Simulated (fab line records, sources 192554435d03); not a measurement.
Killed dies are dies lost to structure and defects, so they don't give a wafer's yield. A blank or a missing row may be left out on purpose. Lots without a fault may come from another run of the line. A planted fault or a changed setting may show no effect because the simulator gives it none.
Split-lot experiment | flow n5_finfet | 7 lots, 21 wafers read, on a route of 1938 steps

THE SPLIT
At N5_FIN_CUT_EXPOSE_05 (exposes mask FIN CUT), the setting dose_mj was moved away from the recipe's 45.75 on 5 of the 21 wafers read, by -6.1% to -2.0%. The other wafers ran this setting at the recipe's value.

FROM THE SPLIT TO THE READING: what the file shows between them, 2 steps
- N5_FIN_CUT_PEB_06: peb time 60 s
- N5_FIN_CUT_DEVELOP_07: develop time 30 s

THE READING
cd_nm, in nm, at N5_FIN_CUT_CD_MEAS_08 (target cd 29.1 nm). Fault-free wafers of this fab line usually give 29.11 nm, standard deviation 0.23 nm.

wafer  | tool, chamber at the split | dose_mj as run | against the recipe | cd_nm, nm | against lot-mates on the recipe
L079.4 | euv_scanner-01, 0          | 45.75          | recipe             | 28.86     | -
L079.5 | euv_scanner-01, 0          | 45.75          | recipe             | 29.16     | -
L079.6 | euv_scanner-01, 0          | 45.75          | recipe             | 29.21     | -
L080.3 | euv_scanner-01, 0          | 45.75          | recipe             | 29.44     | -
L080.4 | euv_scanner-01, 0          | 44.85          | -2.0%              | 29.02     | -0.42
L080.5 | euv_scanner-01, 0          | 44.85          | -2.0%              | 29.04     | -0.40
L081.1 | euv_scanner-01, 0          | 45.75          | recipe             | 29.49     | -
L081.2 | euv_scanner-01, 0          | 45.75          | recipe             | 29.26     | -
L081.4 | euv_scanner-01, 0          | 45.75          | recipe             | 29.30     | -
L084.2 | euv_scanner-02, 0          | 42.96          | -6.1%              | 28.32     | -0.92
L084.3 | euv_scanner-02, 0          | 42.96          | -6.1%              | 27.96     | -1.28
L084.5 | euv_scanner-02, 0          | 45.75          | recipe             | 29.24     | -
L085.2 | euv_scanner-02, 0          | 45.75          | recipe             | 29.35     | -
L085.5 | euv_scanner-02, 0          | 45.75          | recipe             | 29.46     | -
L085.6 | euv_scanner-02, 0          | 45.75          | recipe             | 29.21     | -
L090.1 | euv_scanner-02, 0          | 45.75          | recipe             | 29.15     | -
L090.2 | euv_scanner-02, 0          | 45.75          | recipe             | 28.64     | -
L090.5 | euv_scanner-02, 0          | 45.75          | recipe             | 28.89     | -
L092.1 | euv_scanner-02, 0          | 43.19          | -5.6%              | 28.22     | -0.71
L092.3 | euv_scanner-02, 0          | 45.75          | recipe             | 29.11     | -
L092.5 | euv_scanner-02, 0          | 45.75          | recipe             | 28.75     | -

THE FIT
A straight line over all 21 wafers: cd_nm changes by +0.163 nm for each +1% of dose_mj; r = +0.83; the points scatter about the line by 0.24 nm.
The same after taking each lot's own level away (the mean of its wafers on the recipe; 21 wafers): +0.166 nm for each +1%; r = +0.92; scatter 0.16 nm.
On that fit, the largest move of dose_mj shifts the reading by 1 nm.
The lots' own levels span 28.893 to 29.440 nm, that is 2.4 times the standard deviation above.
So the lot-to-lot level changes the slope little: the two slopes agree.
Check: with one of the wafers moved furthest among these (-6.1%) left out of the fit, the line predicts -1.07 nm for it against its lot-mates. It came out at -0.92 nm against them.

OTHER SPLITS ON THESE WAFERS
These wafers also went through other splits before the reading. Each is held against what the fit with the lots' levels taken away leaves over:
other split on the same wafers        | wafers away from the commonest value | r with cd_nm (lot level and that fit taken away)
N5_WELL_APT_PEB_23 peb_temp_c         | 6                                    | -0.34
N5_WELL_APT_DEVELOP_24 develop_time_s | 8                                    | +0.49
N5_FIN_SAQP_EXPOSE_13 dose_mj         | 7                                    | -0.14

THE WHOLE CHAIN: every reading that the file lists as answering this split, in the file's order
step                   | what it does                                                             | reading                                                               | change (the file's fit)               | r (the file's)
N5_FIN_CUT_CD_MEAS_08  | target cd 29.1 nm                                                        | cd_nm                                                                 | +0.159 nm for each +1% of the setting | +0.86
N5_FIN_CUT_ETCH_30     | etches underlayer in N2/H2, target depth 13 nm, time 10.4 s              | FIN_CUT.cd_offset_nm (the simulator's own value, which no gauge read) | +0.195 nm for each +1% of the setting | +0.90
N5_FIN_CUT_ETCH_20     | etches SiARC in CF4, target depth 26 nm, time 43.3 s                     | FIN_CUT.cd_offset_nm (the simulator's own value, which no gauge read) | +0.175 nm for each +1% of the setting | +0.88
N5_FIN_CUT_ETCH_21     | etches SOC in N2/H2, target depth 219 nm, overetch 43.8 nm, time 523.5 s | FIN_CUT.cd_offset_nm (the simulator's own value, which no gauge read) | +0.226 nm for each +1% of the setting | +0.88
N5_FIN_CUT_PRECLEAN_35 | cleans in vHF, time 13.3 s                                               | FIN_CUT.cd_offset_nm (the simulator's own value, which no gauge read) | +0.24 nm for each +1% of the setting  | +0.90

THE FILE'S OWN FIT
cd_nm changes by +0.159 nm for each +1% of dose_mj, r = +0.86.
